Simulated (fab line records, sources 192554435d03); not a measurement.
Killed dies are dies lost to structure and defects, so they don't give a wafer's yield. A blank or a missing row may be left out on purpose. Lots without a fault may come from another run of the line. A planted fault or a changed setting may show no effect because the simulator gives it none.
Which tool did it? | flow n5_finfet | 9 lots, 27 wafers sampled, at 5 steps of a route of 1938

WHAT THE GAUGES READ, wafer by wafer
N5_SDB_INSPECT_36: inspects for defects (darkfield). Usual: raw_defect_count 37, standard deviation 14.
lot  | measured    | on                | raw_defect_count | flag
L344 | day 4 04:02 | defect_inspect-01 | 105 44 48        |
L346 | day 4 17:07 | defect_inspect-01 | 59 28 36         |
L349 | day 5 11:26 | defect_inspect-02 | 25 18 15         |
L351 | day 5 22:11 | defect_inspect-02 | 31 42 32         |
L352 | day 6 04:58 | defect_inspect-02 | 46 51 44         |
L353 | day 6 10:25 | defect_inspect-02 | 26 70 21         |
L360 | day 8 02:56 | defect_inspect-01 | 50 29 27         |
L363 | day 8 21:10 | defect_inspect-02 | 21 35 28         |
L364 | day 9 07:47 | defect_inspect-01 | 20 29 28         |

N5_BEOL_M4_RC_MEAS_101. Usual: DIBL_N 36.4 mV/V, standard deviation 1.7; DIBL_P 36.4 mV/V, standard deviation 2.1; IOFF_N 0.16 nA/um, standard deviation 0.035; IOFF_P 0.21 nA/um, standard deviation 0.035; ION_N 680 uA/um, standard deviation 11; ION_P 465 uA/um, standard deviation 6.8; RS_SD_N 28.5 ohm/sq, standard deviation 0.35; SS_N 71.5 mV/dec, standard deviation 0.58; SS_P 73.2 mV/dec, standard deviation 0.72; VT_N 249 mV, standard deviation 3.6; VT_P -250 mV, standard deviation 3.1.
lot  | measured     | on        | DIBL_N (mV/V)  | DIBL_P (mV/V)  | IOFF_N (nA/um) | IOFF_P (nA/um) | ION_N (uA/um) | ION_P (uA/um) | RS_SD_N (ohm/sq) | SS_N (mV/dec)  | SS_P (mV/dec)  | VT_N (mV)   | VT_P (mV)      | flag
L344 | day 8 08:55  | prober-02 | 34.6 34.0 37.1 | 34.5 33.7 37.9 | 0.14 0.13 0.18 | 0.19 0.17 0.23 | 669 667 689   | 462 460 467   | 28.5 28.4 28.7   | 71.7 71.6 71.5 | 72.8 72.1 73.1 | 252 253 246 | -248 -253 -247 |
L346 | day 8 23:29  | prober-01 | 35.5 36.5 34.6 | 36.7 37.4 35.5 | 0.17 0.20 0.16 | 0.22 0.23 0.19 | 701 691 686   | 472 463 464   | 28.9 28.6 28.8   | 71.6 71.4 71.5 | 73.9 73.5 73.5 | 246 246 250 | -246 -246 -251 |
L349 | day 9 22:27  | prober-01 | 36.3 34.1 36.1 | 35.4 33.1 35.0 | 0.15 0.13 0.15 | 0.22 0.19 0.22 | 689 670 683   | 472 466 474   | 28.4 28.6 28.3   | 71.8 71.3 71.7 | 73.4 72.8 73.1 | 252 252 252 | -248 -246 -246 |
L351 | day 9 23:12  | prober-02 | 34.2 34.8 37.7 | 34.4 34.9 37.7 | 0.13 0.14 0.18 | 0.18 0.18 0.22 | 689 675 695   | 466 465 468   | 28.2 28.3 28.2   | 70.7 72.1 71.9 | 72.2 72.0 72.7 | 251 251 248 | -254 -253 -252 |
L352 | day 10 02:14 | prober-02 | 37.3 38.8 41.1 | 37.1 40.0 42.9 | 0.16 0.20 0.26 | 0.21 0.26 0.32 | 687 694 703   | 474 476 478   | 29.8 29.9 29.7   | 72.0 71.3 72.4 | 73.5 73.4 74.2 | 250 248 243 | -250 -247 -243 | OFF
L353 | day 10 04:45 | prober-01 | 38.6 36.4 36.7 | 37.1 34.0 35.5 | 0.21 0.14 0.15 | 0.26 0.20 0.23 | 699 657 684   | 476 460 471   | 29.4 29.9 29.5   | 71.9 72.0 71.7 | 73.1 72.3 72.7 | 242 251 245 | -244 -250 -245 | OFF
L360 | day 12 09:25 | prober-02 | 37.1 36.5 34.3 | 38.1 37.3 35.6 | 0.16 0.15 0.13 | 0.22 0.21 0.19 | 680 656 668   | 461 452 465   | 28.5 28.4 28.3   | 71.9 71.4 71.2 | 73.2 72.5 72.7 | 250 254 255 | -251 -250 -248 |
L363 | day 13 14:23 | prober-01 | 36.7 35.4 35.4 | 38.0 35.9 36.5 | 0.19 0.17 0.18 | 0.23 0.19 0.19 | 681 684 690   | 460 460 466   | 28.4 28.5 28.6   | 71.7 71.5 71.6 | 73.4 73.1 73.5 | 245 246 248 | -249 -253 -254 |
L364 | day 13 05:23 | prober-02 | 39.5 37.7 41.5 | 40.4 37.7 42.8 | 0.24 0.19 0.31 | 0.28 0.23 0.32 | 686 702 717   | 463 471 480   | 28.4 27.8 28.1   | 73.2 71.0 72.9 | 74.5 73.2 75.0 | 243 243 239 | -247 -249 -245 |

WHICH TOOL RAN EACH LOT (tool, then ch and the chambers of the sampled wafers, then the start)
lot  | N5_SDB_ALD_29                    | N5_DUMMY_REMOVAL_HM_STRIP_01      | N5_HKMG_FIN_HK_ANNEAL_02
L344 | ald_sin-02 ch 0,1,2, day 4 00:59 | rie_diel-06 ch 0,1,2, day 4 04:04 | rtp_anneal-01 ch 0, day 4 05:17
L346 | ald_sin-01 ch 0,1,3, day 4 14:04 | rie_diel-05 ch 0,2,3, day 4 17:14 | rtp_anneal-01 ch 0, day 4 18:14
L349 | ald_sin-02 ch 0,1,3, day 5 08:23 | rie_diel-03 ch 0,1,3, day 5 11:29 | rtp_anneal-02 ch 0, day 5 12:15
L351 | ald_sin-02 ch 0,1,3, day 5 19:08 | rie_diel-03 ch 0,1,2, day 5 22:13 | rtp_anneal-02 ch 0, day 5 23:02
L352 | ald_sin-02 ch 0,1,2, day 6 01:55 | rie_diel-03 ch 0,2, day 6 05:00   | rtp_anneal-02 ch 0, day 6 05:48
L353 | ald_sin-01 ch 0,2,3, day 6 07:22 | rie_diel-03 ch 0,1, day 6 10:30   | rtp_anneal-02 ch 0, day 6 11:16
L360 | ald_sin-04 ch 0,1,3, day 7 23:53 | rie_diel-03 ch 0,1, day 8 03:00   | rtp_anneal-01 ch 0, day 8 03:44
L363 | ald_sin-01 ch 1,3, day 8 17:56   | rie_diel-05 ch 1,2,3, day 8 21:12 | rtp_anneal-01 ch 0, day 8 22:01
L364 | ald_sin-02 ch 0,1,3, day 9 04:44 | rie_diel-06 ch 0,1,2, day 9 07:49 | rtp_anneal-01 ch 0, day 9 08:39
- N5_SDB_ALD_29: deposits SiNx, target thk 30 nm, pulse time 1 s, ald cycles 600.
- N5_DUMMY_REMOVAL_HM_STRIP_01: strips SiNx in CH3F/O2, stops on poly-Si, target depth 4 nm, time 6.8 s.
- N5_HKMG_FIN_HK_ANNEAL_02: time 30 s.

WHAT THE TOOLS THEMSELVES READ (means of the sampled wafers that have a number; where no wafer has one, the mark that the record gives instead)
N5_SDB_ALD_29. Usual: heater_power_w 826 W, standard deviation 67; precursor_pulse_height_rel 0.999, standard deviation 0.02.
lot  | tool       | heater_power_w (W) | precursor_pulse_height_rel | flag
L344 | ald_sin-02 | 826                | 0.983                      |
L346 | ald_sin-01 | 836                | 0.989                      |
L349 | ald_sin-02 | 810                | 0.988                      |
L351 | ald_sin-02 | 790                | 1.011                      |
L352 | ald_sin-02 | 787                | 1.017                      |
L353 | ald_sin-01 | 836                | 1.003                      |
L360 | ald_sin-04 | 913                | 1.002                      |
L363 | ald_sin-01 | 815                | 0.998                      |
L364 | ald_sin-02 | 794                | 0.979                      |

N5_DUMMY_REMOVAL_HM_STRIP_01. Usual: bias_w 29.00 W, standard deviation 0.091; drypump_motor_current_A 5.42 A, standard deviation 0.3; oes_product_au 0.62 a.u., standard deviation 0.066; rf_vpp_V 127.8 V, standard deviation 0.99; showerhead_plenum_p_Torr 2.03 Torr, standard deviation 0.06; throttle_valve_pct 16.33 %, standard deviation 0.24.
lot  | tool        | bias_w (W) | drypump_motor_current_A (A) | oes_product_au (a.u.) | rf_vpp_V (V) | showerhead_plenum_p_Torr (Torr) | throttle_valve_pct (%) | flag
L344 | rie_diel-06 | 28.97      | 5.47                        | 0.60                  | 128.0        | 2.05                            | 16.44                  |
L346 | rie_diel-05 | 29.00      | 5.36                        | 0.58                  | 127.8        | 2.04                            | 16.47                  |
L349 | rie_diel-03 | 29.00      | 5.45                        | 0.63                  | 128.3        | 2.06                            | 16.30                  |
L351 | rie_diel-03 | 28.96      | 5.49                        | 0.62                  | 126.9        | 2.04                            | 16.28                  |
L352 | rie_diel-03 | 29.05      | 5.47                        | 0.58                  | 127.6        | 1.98                            | 16.35                  |
L353 | rie_diel-03 | 28.99      | 5.50                        | 0.65                  | 128.0        | 2.09                            | 16.21                  |
L360 | rie_diel-03 | 29.01      | 5.50                        | 0.64                  | 127.3        | 2.08                            | 16.24                  |
L363 | rie_diel-05 | 28.93      | 5.50                        | 0.70                  | 128.4        | 2.00                            | 16.08                  |
L364 | rie_diel-06 | 29.02      | 5.48                        | 0.65                  | 128.2        | 2.04                            | 16.34                  |

N5_HKMG_FIN_HK_ANNEAL_02. Usual: lamp_power_pct 8.81 %, standard deviation 0.053; lamp_zone_1_pct 8.796 %, standard deviation 0.013; lamp_zone_2_pct 8.800 %, standard deviation 0.011; lamp_zone_3_pct 8.799 %, standard deviation 0.012; lamp_zone_4_pct 8.793 %, standard deviation 0.012; lamp_zone_5_pct 8.798 %, standard deviation 0.011; lamp_zone_6_pct 8.725 %, standard deviation 0.011; lamp_zone_7_pct 9.194 %, standard deviation 0.012; wafer_temp_C_max 702.9, standard deviation 0.64.
lot  | tool          | lamp_power_pct (%) | lamp_zone_1_pct (%) | lamp_zone_2_pct (%) | lamp_zone_3_pct (%) | lamp_zone_4_pct (%) | lamp_zone_5_pct (%) | lamp_zone_6_pct (%) | lamp_zone_7_pct (%) | wafer_temp_C_max | flag
L344 | rtp_anneal-01 | 8.81               | 8.810               | 8.795               | 8.811               | 8.797               | 8.801               | 8.732               | 9.187               | 703.0            |
L346 | rtp_anneal-01 | 8.78               | 8.800               | 8.794               | 8.802               | 8.792               | 8.800               | 8.726               | 9.197               | 703.2            |
L349 | rtp_anneal-02 | 8.81               | 8.801               | 8.799               | 8.807               | 8.800               | 8.799               | 8.722               | 9.203               | 702.8            |
L351 | rtp_anneal-02 | 8.77               | 8.798               | 8.798               | 8.799               | 8.811               | 8.810               | 8.727               | 9.185               | 702.9            |
L352 | rtp_anneal-02 | 9.94               | 9.888               | 9.885               | 9.890               | 9.872               | 9.890               | 9.808               | 10.326              | 702.7            | OFF
L353 | rtp_anneal-02 | 9.92               | 9.884               | 9.875               | 9.898               | 9.894               | 9.895               | 9.819               | 10.332              | 702.3            | OFF
L360 | rtp_anneal-01 | 8.82               | 8.797               | 8.809               | 8.799               | 8.794               | 8.804               | 8.720               | 9.198               | 703.4            |
L363 | rtp_anneal-01 | 8.73               | 8.787               | 8.804               | 8.793               | 8.786               | 8.800               | 8.718               | 9.195               | 702.1            |
L364 | rtp_anneal-01 | 8.82               | 8.808               | 8.802               | 8.808               | 8.790               | 8.800               | 8.724               | 9.202               | 702.8            |

THE ANSWER, worked out from the rows above alone
Rule: a lot is off if the mean of its wafers that have a number lies more than 3 standard deviations from the usual mean. A lot without any number at a reading at which 4 lots or more have one is off too. The other lots that the step has rows for count as sound. The gauges are gone through in route order, then the tools' own readings, and for those a lot's mean is taken as printed above. The first step at which some lot is off is used, and at that step the reading that is off furthest; a lot without a number counts as furthest.
Off: L352, L353, at N5_BEOL_M4_RC_MEAS_101 (RS_SD_N).
A tool fits if, at a process step before that reading, it ran every lot that is off, and no sound lot after the first of them. The gauges at N5_BEOL_M4_RC_MEAS_101 aren't tried: what is off there is off at N5_HKMG_FIN_HK_ANNEAL_02 too, on other tools, and a gauge's error can't cause that. One fits: rtp_anneal-02 at N5_HKMG_FIN_HK_ANNEAL_02. Its last sound lot is L351 (day 5 23:02), its first lot that is off L352 (day 6 05:48): a fault that began between those two fits.
The tool's own readings at N5_HKMG_FIN_HK_ANNEAL_02 bear it out: on the lots that are off they differ by more than 5 times the standard deviation of the sound lots' means. lamp_power_pct reads 9.93 % there against 8.79 % on the sound lots; lamp_zone_1_pct reads 9.886 % there against 8.800 % on the sound lots; lamp_zone_2_pct reads 9.880 % there against 8.800 % on the sound lots; lamp_zone_3_pct reads 9.894 % there against 8.803 % on the sound lots; lamp_zone_4_pct reads 9.883 % there against 8.796 % on the sound lots; lamp_zone_5_pct reads 9.893 % there against 8.802 % on the sound lots; lamp_zone_6_pct reads 9.814 % there against 8.724 % on the sound lots; lamp_zone_7_pct reads 10.329 % there against 9.195 % on the sound lots.

WHAT THE SIMULATOR HAD PUT IN
Process parameter drift: rtp_anneal-02, from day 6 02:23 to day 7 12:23, at N5_HKMG_FIN_HK_ANNEAL_02. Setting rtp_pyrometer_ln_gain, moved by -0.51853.
Lots struck among those shown: L352, L353. The rule above found the same.
